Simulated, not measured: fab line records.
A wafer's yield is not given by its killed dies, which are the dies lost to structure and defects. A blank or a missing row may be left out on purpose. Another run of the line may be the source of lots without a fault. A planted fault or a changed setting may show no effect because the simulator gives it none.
Which tool was responsible?    flow nand-harc    72 wafers from 24 lots sampled at 6 of the route's 1302 steps

## WHAT EACH GAUGE READ, for each wafer
NHARC_P_M0_CD_MEAS_16.
lot   measured      on         cd-nm (nm)
L074  day 6 01:45   cd-sem-03  90.1 90.0 89.9
L075  day 6 09:07   cd-sem-01  90.2 89.7 90.6
L076  day 6 22:12   cd-sem-02  90.8 89.3 89.7
L077  day 7 03:43   cd-sem-03  88.9 89.8 89.5
L078  day 7 14:17   cd-sem-02  90.2 90.5 90.4
L079  day 8 00:49   cd-sem-01  90.8 91.2 90.0
L080  day 8 17:20   cd-sem-02  91.4 89.4 90.5
L081  day 9 01:09   cd-sem-03  89.3 89.7 89.3
L082  day 9 08:32   cd-sem-01  91.3 89.4 91.2
L083  day 9 23:41   cd-sem-01  89.2 91.5 90.9
L084  day 10 07:14  cd-sem-02  90.2 89.6 91.0
L085  day 10 17:02  cd-sem-03  89.9 88.5 89.1
L086  day 10 20:27  cd-sem-02  90.3 90.3 90.8
L087  day 11 08:56  cd-sem-03  89.7 89.9 89.7
L088  day 12 10:43  cd-sem-02  90.4 89.1 88.5
L089  day 12 11:17  cd-sem-03  89.1 89.2 90.3
L090  day 12 20:30  cd-sem-03  89.1 90.4 90.7
L091  day 12 23:30  cd-sem-01  90.3 89.0 89.9
L092  day 13 14:16  cd-sem-03  89.3 88.4 90.5
L093  day 14 06:15  cd-sem-02  89.4 88.7 89.0
L094  day 14 06:53  cd-sem-03  89.1 89.6 89.0
L095  day 14 23:32  cd-sem-01  88.1 89.2 88.3
L096  day 15 03:25  cd-sem-03  88.9 90.2 90.8
L097  day 15 10:56  cd-sem-02  89.5 90.1 91.0

NHARC_P_M2_CD_MEAS_16.
lot   measured      on         cd-nm (nm)
L074  day 6 09:55   cd-sem-01  169.9 170.2 169.1
L075  day 6 17:39   cd-sem-03  168.4 171.2 168.7
L076  day 7 06:25   cd-sem-02  169.6 170.1 171.0
L077  day 7 11:46   cd-sem-03  171.8 170.9 170.0
L078  day 7 22:25   cd-sem-03  170.4 170.7 171.7
L079  day 8 09:05   cd-sem-01  169.4 169.5 171.1
L080  day 9 01:22   cd-sem-01  171.2 169.9 170.1
L081  day 9 09:14   cd-sem-02  170.8 169.4 170.9
L082  day 9 16:55   cd-sem-02  171.5 169.8 170.6
L083  day 10 07:39  cd-sem-03  169.7 170.7 169.7
L084  day 10 15:19  cd-sem-01  169.8 169.6 169.4
L085  day 11 01:14  cd-sem-03  171.1 170.9 170.6
L086  day 11 04:43  cd-sem-02  170.1 170.9 171.4
L087  day 11 17:09  cd-sem-02  170.0 169.4 170.7
L088  day 12 19:14  cd-sem-03  170.9 168.9 171.0
L089  day 12 20:07  cd-sem-02  171.5 171.2 172.2
L090  day 13 05:20  cd-sem-02  169.8 169.4 169.3
L091  day 13 07:54  cd-sem-03  169.8 170.2 169.6
L092  day 13 22:44  cd-sem-01  170.1 170.0 170.4
L093  day 14 14:20  cd-sem-03  169.9 169.1 170.0
L094  day 14 15:18  cd-sem-01  170.6 170.6 170.3
L095  day 15 07:52  cd-sem-02  171.3 169.7 171.3
L096  day 15 11:38  cd-sem-03  171.0 171.3 169.5
L097  day 15 19:19  cd-sem-01  169.8 170.7 171.2

## WHAT TOOL EACH LOT RAN ON (gives the tool, then ch and the chambers of the sampled wafers, and finally the start)
lot   NHARC_P_GATE_DEP_103             NHARC_P_CONTACT_DEP_30           NHARC_P_CONTACT_PVD_32                   NHARC_P_CONTACT_CMP_24
L074  pecvd-03 ch 0,2, day 5 00:18     pecvd-01 ch 0,2, day 5 19:42     pvd-sputter-03, day 6 00:05 or earlier   cmp-03 ch 0,1,2, day 6 00:05
L075  pecvd-02 ch 1,2, day 5 07:42     pecvd-02 ch 0,2, day 6 02:56     pvd-sputter-01, day 6 07:24 or earlier   cmp-01 ch 0,1,3, day 6 07:24
L076  pecvd-01 ch 1,2, day 5 20:36     pecvd-02 ch 1,2, day 6 16:04     pvd-sputter-02, day 6 20:20 or earlier   cmp-03 ch 0,2,3, day 6 20:20
L077  pecvd-02 ch 0,1,2, day 6 01:31   pecvd-02 ch 0,2, day 6 20:46     pvd-sputter-01, day 7 01:18 or earlier   cmp-03 ch 0,3, day 7 01:18
L078  pecvd-02 ch 0,1, day 6 13:00     pecvd-01 ch 0,1,2, day 7 07:58   pvd-sputter-02, day 7 12:32 or earlier   cmp-04 ch 1,3, day 7 12:32
L079  pecvd-01 ch 1,2, day 6 23:37     pecvd-02 ch 0,1, day 7 18:49     pvd-sputter-02, day 7 23:10 or earlier   cmp-04 ch 1,2, day 7 23:10
L080  pecvd-01 ch 0,1,2, day 7 15:46   pecvd-02 ch 1,2, day 8 11:02     pvd-sputter-03, day 8 15:28 or earlier   cmp-04 ch 2,3, day 8 15:28
L081  pecvd-02 ch 0,1,2, day 7 23:03   pecvd-01 ch 0,1,2, day 8 18:23   pvd-sputter-01, day 8 23:29 or earlier   cmp-04 ch 0,1,3, day 8 23:29
L082  pecvd-03 ch 0,1, day 8 07:13     pecvd-01 ch 0,1, day 9 02:32     pvd-sputter-01, day 9 06:53 or earlier   cmp-01 ch 1,3, day 9 06:53
L083  pecvd-01 ch 1,2, day 8 22:20     pecvd-04 ch 0,1, day 9 17:29     pvd-sputter-03, day 9 21:56 or earlier   cmp-01 ch 0,2,3, day 9 21:56
L084  pecvd-02 ch 0,2, day 9 05:58     pecvd-04 ch 0,1, day 10 01:01    pvd-sputter-03, day 10 05:26 or earlier  cmp-03 ch 0,1, day 10 05:26
L085  pecvd-02 ch 0,1,2, day 9 15:33   pecvd-04 ch 1,2, day 10 10:53    pvd-sputter-03, day 10 15:15 or earlier  cmp-01 ch 0,1,2, day 10 15:15
L086  pecvd-02 ch 0,2, day 9 19:15     pecvd-04 ch 0,2, day 10 14:22    pvd-sputter-02, day 10 18:44 or earlier  cmp-01 ch 1,2,3, day 10 18:44
L087  pecvd-01 ch 0,1,2, day 10 07:32  pecvd-02 ch 0,1, day 11 02:54    pvd-sputter-02, day 11 07:10 or earlier  cmp-01 ch 0,1,2, day 11 07:10
L088  pecvd-03 ch 1,2, day 11 08:49    pecvd-01 ch 1,2, day 12 04:11    pvd-sputter-03, day 12 08:52 or earlier  cmp-03 ch 1,2, day 12 08:52
L089  pecvd-03 ch 0,2, day 11 09:31    pecvd-02 ch 0,1,2, day 12 04:55  pvd-sputter-01, day 12 09:25 or earlier  cmp-04 ch 0,1,3, day 12 09:25
L090  pecvd-02 ch 0,1,2, day 11 19:25  pecvd-02 ch 1,2, day 12 14:35    pvd-sputter-02, day 12 18:51 or earlier  cmp-01 ch 0,1,2, day 12 18:51
L091  pecvd-01 ch 0,1,2, day 11 22:23  pecvd-02 ch 0,1, day 12 17:24    pvd-sputter-03, day 12 21:52 or earlier  cmp-03 ch 0,2,3, day 12 21:52
L092  pecvd-02 ch 0,1,2, day 12 13:06  pecvd-04 ch 0,2, day 13 08:16    pvd-sputter-01, day 13 12:37 or earlier  cmp-01 ch 1,2, day 13 12:37
L093  pecvd-02 ch 0,2, day 13 05:01    pecvd-04 ch 0,1, day 14 00:11    pvd-sputter-01, day 14 04:29 or earlier  cmp-01 ch 1,2, day 14 04:29
L094  pecvd-03 ch 0,1,2, day 13 05:29  pecvd-02 ch 0,1,2, day 14 00:46  pvd-sputter-02, day 14 05:08 or earlier  cmp-03 ch 1,2,3, day 14 05:08
L095  pecvd-02 ch 1,2, day 13 22:12    pecvd-04 ch 0,2, day 14 17:32    pvd-sputter-02, day 14 21:44 or earlier  cmp-03 ch 0,3, day 14 21:44
L096  pecvd-02 ch 0,1, day 14 02:06    pecvd-04 ch 0,1, day 14 21:23    pvd-sputter-02, day 15 01:45 or earlier  cmp-04 ch 1,2, day 15 01:45
L097  pecvd-03 ch 0,1,2, day 14 09:59  pecvd-01 ch 0,2, day 15 04:54    pvd-sputter-02, day 15 09:13 or earlier  cmp-04 ch 2,3, day 15 09:13
- NHARC_P_GATE_DEP_103: deposits SiON, target thk 30 nm.
- NHARC_P_CONTACT_DEP_30: deposits SiNx, target thk 30 nm.
- NHARC_P_CONTACT_PVD_32: deposits Ti, target thk 5 nm, time 17.7 s.
- NHARC_P_CONTACT_CMP_24: polishes, t overpolish 30 s, target thk 200 nm.

## WHAT THE TOOLS THEMSELVES READ (means of the sampled wafers that have a number; where no wafer has one, the mark that the record gives instead)
NHARC_P_GATE_DEP_103.
lot   tool      heater-power-w (W)
L074  pecvd-03  654
L075  pecvd-02  770
L076  pecvd-01  643
L077  pecvd-02  723
L078  pecvd-02  674
L079  pecvd-01  616
L080  pecvd-01  712
L081  pecvd-02  712
L082  pecvd-03  692
L083  pecvd-01  652
L084  pecvd-02  715
L085  pecvd-02  732
L086  pecvd-02  682
L087  pecvd-01  789
L088  pecvd-03  786
L089  pecvd-03  635
L090  pecvd-02  738
L091  pecvd-01  734
L092  pecvd-02  702
L093  pecvd-02  719
L094  pecvd-03  710
L095  pecvd-02  738
L096  pecvd-02  663
L097  pecvd-03  726

NHARC_P_CONTACT_DEP_30.
lot   tool      heater-power-w (W)
L074  pecvd-01  755
L075  pecvd-02  629
L076  pecvd-02  799
L077  pecvd-02  597
L078  pecvd-01  694
L079  pecvd-02  731
L080  pecvd-02  731
L081  pecvd-01  710
L082  pecvd-01  818
L083  pecvd-04  778
L084  pecvd-04  748
L085  pecvd-04  804
L086  pecvd-04  787
L087  pecvd-02  706
L088  pecvd-01  634
L089  pecvd-02  684
L090  pecvd-02  718
L091  pecvd-02  679
L092  pecvd-04  711
L093  pecvd-04  821
L094  pecvd-02  699
L095  pecvd-04  736
L096  pecvd-04  829
L097  pecvd-01  726

NHARC_P_CONTACT_PVD_32.
lot   tool            cathode-dc-power-W (W)  substrate-temp-c (C)  throttle-valve-pct (%)
L074  pvd-sputter-03  5000.4                  200.04                31.5
L075  pvd-sputter-01  4999.6                  200.04                30.6
L076  pvd-sputter-02  4999.3                  199.91                30.7
L077  pvd-sputter-01  4999.3                  199.77                30.1
L078  pvd-sputter-02  5000.1                  200.00                31.0
L079  pvd-sputter-02  4999.6                  199.98                30.2
L080  pvd-sputter-03  5000.1                  200.03                31.0
L081  pvd-sputter-01  5000.2                  199.95                30.6
L082  pvd-sputter-01  4999.9                  199.89                31.5
L083  pvd-sputter-03  5000.1                  200.30                30.3
L084  pvd-sputter-03  5000.2                  200.04                30.4
L085  pvd-sputter-03  4999.0                  199.82                31.1
L086  pvd-sputter-02  5000.4                  199.92                30.9
L087  pvd-sputter-02  4999.6                  200.01                30.5
L088  pvd-sputter-03  4999.4                  200.00                31.0
L089  pvd-sputter-01  5000.6                  200.10                30.6
L090  pvd-sputter-02  4999.3                  199.99                30.3
L091  pvd-sputter-03  5000.1                  199.89                30.8
L092  pvd-sputter-01  5000.4                  199.89                30.6
L093  pvd-sputter-01  4999.8                  199.93                31.4
L094  pvd-sputter-02  4999.5                  199.93                30.3
L095  pvd-sputter-02  4999.6                  199.91                30.0
L096  pvd-sputter-02  5000.2                  199.93                30.1
L097  pvd-sputter-02  5000.4                  200.01                31.0

NHARC_P_CONTACT_CMP_24.
lot   tool    motor-current-A (A)  overpolish-run-s (s)  time-to-endpoint-s (s)
L074  cmp-03  11.8                 30.002                39.5
L075  cmp-01  11.6                 29.999                38.2
L076  cmp-03  12.3                 29.994                40.5
L077  cmp-03  11.9                 30.000                35.6
L078  cmp-04  11.2                 30.001                41.7
L079  cmp-04  12.7                 30.007                38.5
L080  cmp-04  11.0                 29.996                37.7
L081  cmp-04  10.7                 29.998                36.8
L082  cmp-01  11.3                 29.997                37.7
L083  cmp-01  11.3                 29.992                39.9
L084  cmp-03  10.8                 30.009                38.1
L085  cmp-01  11.5                 30.009                39.5
L086  cmp-01  11.4                 30.002                40.8
L087  cmp-01  11.5                 30.002                41.1
L088  cmp-03  10.8                 30.000                40.1
L089  cmp-04  10.8                 30.016                41.2
L090  cmp-01  11.8                 29.997                37.2
L091  cmp-03  12.7                 30.002                36.8
L092  cmp-01  11.3                 29.990                42.1
L093  cmp-01  11.4                 29.998                39.2
L094  cmp-03  11.6                 29.999                41.1
L095  cmp-03  11.3                 29.995                38.9
L096  cmp-04  11.9                 29.998                39.5
L097  cmp-04  11.8                 30.017                39.5

## THE ANSWER, worked out from the rows above alone
Rule: usual is defined by the lots themselves. The widest of any qualifying gaps counts: lots, ordered by their means at a reading, are off when they make up no more than a third of the lots, leave a main group of 4 or more, and stand apart from it by 3 or more times the standard deviation of that group's means. A main group whose means are all the same, to the digits that the tables above print for the reading, isn't used. Also off: a lot with no number at a reading for which 4 or more lots have one. The other lots that the step has rows for count as sound. First the gauges in route order, then the tools' own readings, where a lot's mean is used as printed above. At the first step where some lot is off, the reading lying furthest off is the one used; lots without a number count as furthest.
No lot is off at any reading shown: from this, nothing can be told.

## WHAT THE SIMULATOR PUT IN
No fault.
